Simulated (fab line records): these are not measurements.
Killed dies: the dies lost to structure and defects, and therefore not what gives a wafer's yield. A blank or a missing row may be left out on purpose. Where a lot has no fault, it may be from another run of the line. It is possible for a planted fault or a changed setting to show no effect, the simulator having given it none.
Matching of chambers ; flow n5_finfet ; 4 sister chambers for N5_BEOL_M11_ETCH_66 on rie_diel-06
The step etches SOC in N2/H2, target depth 120 nm, overetch 24 nm, time 180 s. 4 wafers are shown with their chamber, then 10 later ones without.

== WAFERS, EACH WITH ITS CHAMBER ==
wafer;chamber;drypump_motor_current_A (A)
L082.6;3;5.4
L084.5;2;5.2
L089.2;1;5.5
L089.4;0;6.3

== WAFERS WHOSE CHAMBER IS MISSING ==
wafer;drypump_motor_current_A (A)
L089.6;6.2
L088.3;5.2
L088.5;5.4
L088.6;6.2
L087.2;6.3
L087.3;5.2
L087.5;5.2
L096.2;5.4
L096.3;5.5
L096.4;6.2

== EACH ONE'S CHAMBER ==
wafer;from the rows above;in truth
L089.6;0;0
L088.3;2;2
L088.5;can't be placed: 3 or 1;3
L088.6;0;0
L087.2;0;0
L087.3;2;2
L087.5;2;2
L096.2;can't be placed: 3 or 1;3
L096.3;can't be placed: 1 or 3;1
L096.4;0;0
Correctly placed: 7 of 10. Cannot be placed on the basis of these rows: 3; the candidates contain the true chamber in 3. 0 placed wrongly.
How it was worked out, from the rows above alone: a wafer's distance from a chamber is the root of the sum, over the readings, of the square of ((its reading less the chamber's mean) divided by the reading's scatter). If the next closest chamber is less than 2 further off than the closest, the wafer can't be placed; otherwise it belongs to the closest. Each chamber's mean is taken over the wafers shown for it. The scatter: with one shown wafer a chamber, the root of the mean of the squares of how far each hidden wafer lies from its nearest shown one.
